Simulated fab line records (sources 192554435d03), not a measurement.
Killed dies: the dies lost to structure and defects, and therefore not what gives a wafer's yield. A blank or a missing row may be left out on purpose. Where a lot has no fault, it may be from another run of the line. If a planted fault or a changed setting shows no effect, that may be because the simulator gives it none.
Split-lot trial + flow n5_finfet + 21 wafers read from 7 lots, route of 1938 steps

## SPLIT DETAILS
At N5_BEOL_M0_SAQP_HM_DEP_02 (deposits TiN, target thk 12 nm), the setting target_thk_a was moved away from the recipe's 120 angstrom on 9 of the 21 wafers read, by -11.9% to +9.2%. For the rest of the wafers, this setting stayed at what the recipe calls for.

Reading taken at the split's own step.

## THE READING
TiN_of_BEOL_M0_SAQP_HM_DEP_02.thk_nm (the simulator's own value, which no gauge read), in nm, at N5_BEOL_M0_SAQP_HM_DEP_02 (deposits TiN, target thk 12 nm). The file does not state a usual value for it. Here, 12 wafers ran the recipe; their average is 12.2 nm with a standard deviation of 0.21 nm.

| wafer  | tool, chamber at the split | target_thk_a as run, angstrom | against the recipe | TiN_of_BEOL_M0_SAQP_HM_DEP_02.thk_nm, nm | against lot-mates on the recipe |
|--------|----------------------------|-------------------------------|--------------------|------------------------------------------|---------------------------------|
| L075.2 | pvd_sputter-02, -          | 120                           | recipe             | 12.2                                     | -                               |
| L075.5 | pvd_sputter-02, -          | 120                           | recipe             | 12.2                                     | -                               |
| L075.3 | pvd_sputter-02, -          | 127.8                         | +6.5%              | 13                                       | +0.8                            |
| L080.1 | pvd_sputter-03, -          | 120                           | recipe             | 12                                       | -                               |
| L080.5 | pvd_sputter-03, -          | 120                           | recipe             | 12                                       | -                               |
| L080.3 | pvd_sputter-03, -          | 120                           | recipe             | 12.2                                     | -                               |
| L084.1 | pvd_sputter-01, -          | 120                           | recipe             | 12.4                                     | -                               |
| L084.4 | pvd_sputter-01, -          | 112.4                         | -6.3%              | 11.4                                     | -1.0                            |
| L084.5 | pvd_sputter-01, -          | 112.4                         | -6.3%              | 11.4                                     | -1.0                            |
| L091.1 | pvd_sputter-01, -          | 120                           | recipe             | 12.4                                     | -                               |
| L091.5 | pvd_sputter-01, -          | 120                           | recipe             | 12.4                                     | -                               |
| L091.3 | pvd_sputter-01, -          | 120                           | recipe             | 12.2                                     | -                               |
| L095.2 | pvd_sputter-01, -          | 131                           | +9.2%              | 13.2                                     | +0.6                            |
| L095.3 | pvd_sputter-01, -          | 131                           | +9.2%              | 13.2                                     | +0.6                            |
| L095.4 | pvd_sputter-01, -          | 120                           | recipe             | 12.6                                     | -                               |
| L096.1 | pvd_sputter-03, -          | 105.7                         | -11.9%             | 10.6                                     | -1.6                            |
| L096.4 | pvd_sputter-03, -          | 105.7                         | -11.9%             | 10.4                                     | -1.8                            |
| L096.5 | pvd_sputter-03, -          | 120                           | recipe             | 12.2                                     | -                               |
| L097.1 | pvd_sputter-03, -          | 120                           | recipe             | 11.8                                     | -                               |
| L097.2 | pvd_sputter-03, -          | 115.1                         | -4.1%              | 11.6                                     | -0.2                            |
| L097.6 | pvd_sputter-03, -          | 115.1                         | -4.1%              | 11.6                                     | -0.2                            |

THE FIT
A straight line over all 21 wafers: TiN_of_BEOL_M0_SAQP_HM_DEP_02.thk_nm changes by +0.129 nm for each +1% of target_thk_a; r = +0.97; the points scatter about the line by 0.19 nm.
The same after taking each lot's own level away (the mean of its wafers on the recipe; 21 wafers): +0.114 nm for each +1%; r = +0.95; scatter 0.22 nm.
Per that fit: largest target_thk_a move, reading shift of 1.4 nm.
Across the lots, their own levels run from 11.80 to 12.60 nm, a range of 3.9 times the standard deviation given above.
Thus the slope moves with the lot-to-lot level: the two fits are different.
Check: for one of the wafers moved furthest among these (-11.9%), held out of the fit, the line's prediction against its lot-mates is -1.38 nm. Against them it came out at -1.6 nm.

## THESE WAFERS: OTHER SPLITS
These wafers also went through other splits before the reading. Each is held against what the fit with the lots' levels taken away leaves over:
| other split on the same wafers           | wafers away from the commonest value | r with TiN_of_BEOL_M0_SAQP_HM_DEP_02.thk_nm (lot level and that fit taken away) |
|------------------------------------------|--------------------------------------|---------------------------------------------------------------------------------|
| N5_MOL_CONTACT_COAG_EXPOSE_81 dose_mj    | 4                                    | +0.34                                                                           |
| N5_MOL_CONTACT_COAG_CVD_140 target_thk_a | 6                                    | +0.07                                                                           |

## FILE'S OWN FIT
TiN_of_BEOL_M0_SAQP_HM_DEP_02.thk_nm changes by +0.117 nm for each +1% of target_thk_a, r = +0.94.
